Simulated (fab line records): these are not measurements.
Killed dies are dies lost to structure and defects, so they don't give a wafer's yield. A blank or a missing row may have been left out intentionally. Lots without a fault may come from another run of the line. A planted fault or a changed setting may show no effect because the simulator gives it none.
fab line records ; flow nandHarc ; part 2 of 2: steps 28 to 41 of 41
record lots=5; wafers=15; lastDay=23
route steps=1159 shown P_ZERO_WELL@66 P_STI@69
lots that met no fault: from a run of the same line without faults
startH: hours from the record's first day to the start of the lot's first wafer shown ; waitH: how many hours have passed since the lot's step before this one ; " as in the row above ; L1.1+2: one row covering several wafers at once ; - no value, or no start given ; * or withheld: withheld ; < > ~ a bound
route shown NAME@n: NAME is a module with steps in the file, n the number in the route of the first one ; usual: mean/standard deviation of fault-free wafers ; same: alike in all rows ; chamber/n: place in a boat ; sites: each site's reading ; _std_site: standard deviation of those values ; _edge_site: the outer-site mean with the inner-site mean subtracted ; radiusMm: how far each site lies from the wafer's centre ; mask NAME#n: copy n ; behind: the most recent tool/chamber to have shaped the wafer ; hold: why the lot was held/for how many hours/how that ended ; device: the n, p or np transistor that did not switch ; end of line: the tests these same wafers got at the end of their route ; where a step has no rows: the recipe by itself ; killed: count of dies lost to structure and defects at first sort (not the wafer's yield) ; map: the dies of a wafer, with x for killed, . for not killed, _ for no die there
set.NAME: the setting that was run; set.NAME@STEP: the one run at that earlier step ; model.NAME: the simulator's own value behind a step, which no gauge read
lots at some steps of the route; a table a step, a row a wafer
services: from which hour (startH, from the record's first day; less than 0 if before it) a tool's chamber was out of use, for how many hours, and why
## steps
# step NHARC_P_STI_STRIP_19
# recipe timeS=900; tempC=130; chemistry=SPM
lot.wafer;tool;chamber;startH;waitH
L081.6+2+5;wetBench-06;7,0,2;74.57;0.0
L085.4+6+1;wetBench-04;5,0,2;102.05;0.0
L088.3+4+2;wetBench-04;7,2,3;118.42;0.1
L090.1+4+2;wetBench-04;1,3,5;131.76;0.1
L092.5+1+4;wetBench-04;2,3,5;142.29;0.0
# step NHARC_P_STI_PRECLEAN_32
# recipe timeS=*; tempC=50; bathAgeMin=0; chemistry=SC1
# usual sc1H2o2EndMolL=0.3699/0.00064
# same bathAgeMin=0
lot.wafer;tool;chamber;startH;waitH;sc1H2o2EndMolL
L081.6;wetBench-06;7;-;-;0.3695
L081.2;wetBench-06;0;-;-;0.3701
L081.5;wetBench-06;2;-;-;0.3709
L085.4;wetBench-04;5;-;-;0.3701
L085.6;wetBench-04;0;-;-;0.3700
L085.1;wetBench-04;2;-;-;0.3709
L088.3;wetBench-04;7;-;-;0.3689
L088.4;wetBench-04;2;-;-;0.3682
L088.2;wetBench-04;3;-;-;0.3684
L090.1;wetBench-04;1;-;-;0.3687
L090.4;wetBench-04;3;-;-;0.3693
L090.2;wetBench-04;5;-;-;0.3691
L092.5;wetBench-04;2;-;-;0.3691
L092.1;wetBench-04;3;-;-;0.3687
L092.4;wetBench-04;5;-;-;0.3694
# step NHARC_P_STI_SRD_23
lot.wafer;tool;chamber;startH;waitH
L081.6+2+5;wetBench-06;7,0,2;-;-
L085.4+6+1;wetBench-04;5,0,2;-;-
L088.3+4+2;wetBench-04;7,2,3;-;-
L090.1+4+2;wetBench-04;1,3,5;-;-
L092.5+1+4;wetBench-04;2,3,5;-;-
# step NHARC_P_STI_OCD_MEAS_43
# usual trenchDepthNm=299/7.3; trenchFootCdNm=157.9/2.9
lot.wafer;tool;chamber;startH;waitH;trenchDepthNm;trenchFootCdNm
L081.2;ocd-01;-;75.11;-;291;163.5
L081.5;ocd-01;-;75.11;-;292;157.7
L081.6;ocd-01;-;75.11;-;313;158.1
L085.1;ocd-02;-;102.51;-;309;153.2
L085.4;ocd-02;-;102.51;-;304;155.4
L085.6;ocd-02;-;102.51;-;294;158.4
L088.2;ocd-01;-;118.88;-;289;157.5
L088.3;ocd-01;-;118.88;-;303;152.7
L088.4;ocd-01;-;118.88;-;305;155.4
L090.1;ocd-02;-;132.21;-;306;155.8
L090.2;ocd-02;-;132.21;-;306;160.9
L090.4;ocd-02;-;132.21;-;311;156.7
L092.1;ocd-02;-;142.75;-;312;161.0
L092.4;ocd-02;-;142.75;-;305;159.1
L092.5;ocd-02;-;142.75;-;310;160.6
# step NHARC_P_STI_OXIDE_33
# recipe targetThkA=100; tempC=1000; oxTimeS=281; material=SiO2
# usual spikeTcLowerC=1000.3/1.5; zonePowerBottomPct=38/3.4
# same oxTimeS=281
lot.wafer;tool;chamber;startH;waitH;spikeTcLowerC;zonePowerBottomPct
L081.2;furnace-02;0;78.59;3.5;1001.3;35
L081.5;furnace-02;0;78.59;3.5;999.1;35
L081.6;furnace-02;0;78.59;3.5;1001.3;36
L085.1;furnace-06;0;106.23;3.7;997.9;43
L085.4;furnace-06;0;106.23;3.7;998.6;42
L085.6;furnace-06;0;106.23;3.7;998.8;44
L088.2;furnace-06;0;126.78;7.9;998.0;44
L088.3;furnace-06;0;126.78;7.9;997.9;44
L088.4;furnace-06;0;126.78;7.9;997.3;44
L090.1;furnace-02;0;135.78;3.6;999.0;35
L090.2;furnace-02;0;135.78;3.6;1001.7;36
L090.4;furnace-02;0;135.78;3.6;1000.6;35
L092.1;furnace-07;0;148.11;5.4;1001.2;37
L092.4;furnace-07;0;148.11;5.4;1001.7;37
L092.5;furnace-07;0;148.11;5.4;1001.9;37
# step NHARC_P_STI_HDPCVD_20
# recipe targetThkA=withheld; sigmaOpenFrac=withheld; material=SiO2
lot.wafer;tool;chamber;startH;waitH
L081.2+6+5;hdpcvd-01;0,0,1;83.82;0.9
L085.1+4+6;hdpcvd-01;0,0,1;110.92;0.4
L088.2+3+4;hdpcvd-01;0,1,0;132.03;1.0
L090.1+2+4;hdpcvd-01;0,1,0;141.05;0.9
L092.1+4+5;hdpcvd-01;1;153.34;1.0
# step NHARC_P_STI_ANNEAL_34
# recipe tempC=1000; timeS=1800
# usual spikeTcLowerC=1000.2/1.5; tube_center_temp_C_max=1002.6/0.39; zonePowerBottomPct=38/3.6
lot.wafer;tool;chamber;startH;waitH;spikeTcLowerC;tube_center_temp_C_max;zonePowerBottomPct
L081.2;furnace-02;0;87.61;3.7;999.9;1003.3;35
L081.5;furnace-02;0;87.61;3.7;998.3;1003.0;35
L081.6;furnace-02;0;87.61;3.7;999.9;1002.2;36
L085.1;furnace-07;0;121.02;10.0;1000.9;1002.4;37
L085.4;furnace-07;0;121.02;10.0;1002.0;1002.6;37
L085.6;furnace-07;0;121.02;10.0;1000.4;1002.1;36
L088.2;furnace-06;0;135.72;3.6;999.0;1003.1;44
L088.3;furnace-06;0;135.72;3.6;1000.6;1002.8;43
L088.4;furnace-06;0;135.72;3.6;999.6;1002.9;43
L090.1;furnace-06;0;147.51;6.4;997.4;1002.8;43
L090.2;furnace-06;0;147.51;6.4;999.4;1002.7;44
L090.4;furnace-06;0;147.51;6.4;1000.0;1002.0;44
L092.1;furnace-02;0;159.62;6.2;999.3;1003.0;35
L092.4;furnace-02;0;159.62;6.2;999.7;1002.9;35
L092.5;furnace-02;0;159.62;6.2;1000.6;1002.8;35
# step NHARC_P_STI_CMP_21
# recipe tOverpolishS=20; targetThkNm=380.67
# usual motorCurrentA=11.4/1.3; overpolishRunS=20.000/0.0084
lot.wafer;tool;chamber;startH;waitH;motorCurrentA;overpolishRunS
L081.2;cmp-02;0;92.57;0.4;10.6;20.007
L081.6;cmp-02;1;92.57;0.4;9.6;19.992
L081.5;cmp-02;2;92.57;0.4;10.3;19.990
L085.1;cmp-02;3;125.92;0.4;11.6;20.000
L085.4;cmp-02;0;125.92;0.4;10.9;19.999
L085.6;cmp-02;3;125.92;0.4;11.0;19.988
L088.2;cmp-02;0;140.63;0.4;10.8;19.997
L088.4;cmp-02;1;140.63;0.4;10.0;20.009
L088.3;cmp-02;3;140.63;0.4;12.4;19.989
L090.1;cmp-04;0;152.40;0.4;11.7;19.996
L090.2;cmp-04;1;152.40;0.4;13.0;19.991
L090.4;cmp-04;2;152.40;0.4;9.2;19.996
L092.4;cmp-04;2;164.59;0.4;9.6;19.997
L092.1;cmp-04;0;164.59;0.4;11.2;19.999
L092.5;cmp-04;3;164.59;0.4;12.5;20.007
# step NHARC_P_STI_SRD_35
lot.wafer;tool;chamber;startH;waitH
L081.2+6+5;wetBench-04;7,0,3;92.80;0.0
L085.1+4+6;wetBench-02;4,6,7;126.23;0.0
L088.2+3+4;wetBench-02;0,1,3;140.94;0.0
L090.4+2+1;wetBench-04;3,4,6;152.68;0.0
L092.1+4+5;wetBench-02;3,4,7;164.89;0.0
# step NHARC_P_STI_ETCH_36
# recipe targetDepthA=388; chemistry=dHF; material=SiO2
lot.wafer;tool;chamber;startH;waitH
L081.2+6+5;wetBench-04;7,0,3;92.82;0.0
L085.1+4+6;wetBench-02;4,6,7;126.25;0.0
L088.2+3+4;wetBench-02;0,1,3;140.96;0.0
L090.4+2+1;wetBench-04;3,4,6;152.70;0.0
L092.1+4+5;wetBench-02;3,4,7;164.92;0.0
# step NHARC_P_STI_STRIP_24
# recipe tempC=160; chemistry=H3PO4; material=Si3N4
lot.wafer;tool;chamber;startH;waitH
L081.2+6+5;wetBench-04;7,0,3;92.83;0.0
L085.1+4+6;wetBench-02;4,6,7;126.27;0.0
L088.2+3+4;wetBench-02;0,1,3;140.97;0.0
L090.4+2+1;wetBench-04;3,4,6;152.71;0.0
L092.1+4+5;wetBench-02;3,4,7;164.93;0.0
# step NHARC_P_STI_ETCH_37
# recipe targetDepthA=110; chemistry=dHF; material=SiO2
lot.wafer;tool;chamber;startH;waitH
L081.2+6+5;wetBench-04;7,0,3;-;-
L085.1+4+6;wetBench-02;4,6,7;-;-
L088.2+3+4;wetBench-02;0,1,3;-;-
L090.4+2+1;wetBench-04;3,4,6;-;-
L092.1+4+5;wetBench-02;3,4,7;-;-
# step NHARC_P_STI_PRECLEAN_38
# recipe timeS=*; tempC=50; bathAgeMin=0; chemistry=SC1
# usual sc1H2o2EndMolL=0.3698/0.00063
# same bathAgeMin=0
lot.wafer;tool;chamber;startH;waitH;sc1H2o2EndMolL
L081.2;wetBench-04;7;-;-;0.3703
L081.6;wetBench-04;0;-;-;0.3704
L081.5;wetBench-04;3;-;-;0.3695
L085.1;wetBench-02;4;-;-;0.3703
L085.4;wetBench-02;6;-;-;0.3704
L085.6;wetBench-02;7;-;-;0.3691
L088.2;wetBench-02;0;-;-;0.3695
L088.3;wetBench-02;1;-;-;0.3694
L088.4;wetBench-02;3;-;-;0.3700
L090.4;wetBench-04;3;-;-;0.3697
L090.2;wetBench-04;4;-;-;0.3693
L090.1;wetBench-04;6;-;-;0.3705
L092.1;wetBench-02;3;-;-;0.3689
L092.4;wetBench-02;4;-;-;0.3699
L092.5;wetBench-02;7;-;-;0.3701
# step NHARC_P_STI_SRD_39
lot.wafer;tool;chamber;startH;waitH
L081.2+6+5;wetBench-04;7,0,3;-;-
L085.1+4+6;wetBench-02;4,6,7;-;-
L088.2+3+4;wetBench-02;0,1,3;-;-
L090.4+2+1;wetBench-04;3,4,6;-;-
L092.1+4+5;wetBench-02;3,4,7;-;-
## services
tool;chamber;startH;hours;kind
wetBench-01;-;37.60;8.0;pm
krfScanner-02;-;38.00;4.0;pm
lithoTrack-03;-;38.00;7.0;pm
rieSi-05;1;41.44;6.9;repair
rieSi-05;3;44.61;2.8;repair
cmp-02;-;50.61;4.0;pm
cmp-04;-;52.17;9.2;repair
lithoTrack-05;-;62.00;7.0;pm
rieSi-05;-;62.00;9.0;pm
rieDiel-13;-;99.00;9.0;pm
rieDiel-01;1;99.33;2.6;repair
furnace-02;-;108.00;26.0;pm
hdpcvd-01;-;111.42;13.0;pm
rieDiel-01;3;113.34;2.7;repair
rieDiel-01;0;113.89;10.6;repair
cmp-02;-;123.36;1.9;repair
rieDiel-08;-;124.82;9.0;pm
wetBench-06;-;129.62;8.0;pm
rieDiel-01;-;137.80;9.0;pm
krfScanner-02;-;141.99;0.5;repair
cmp-02;-;148.61;4.0;pm
wetBench-06;-;157.88;0.5;repair
wetBench-04;-;163.25;8.0;pm
lithoTrack-02;-;165.01;7.0;pm
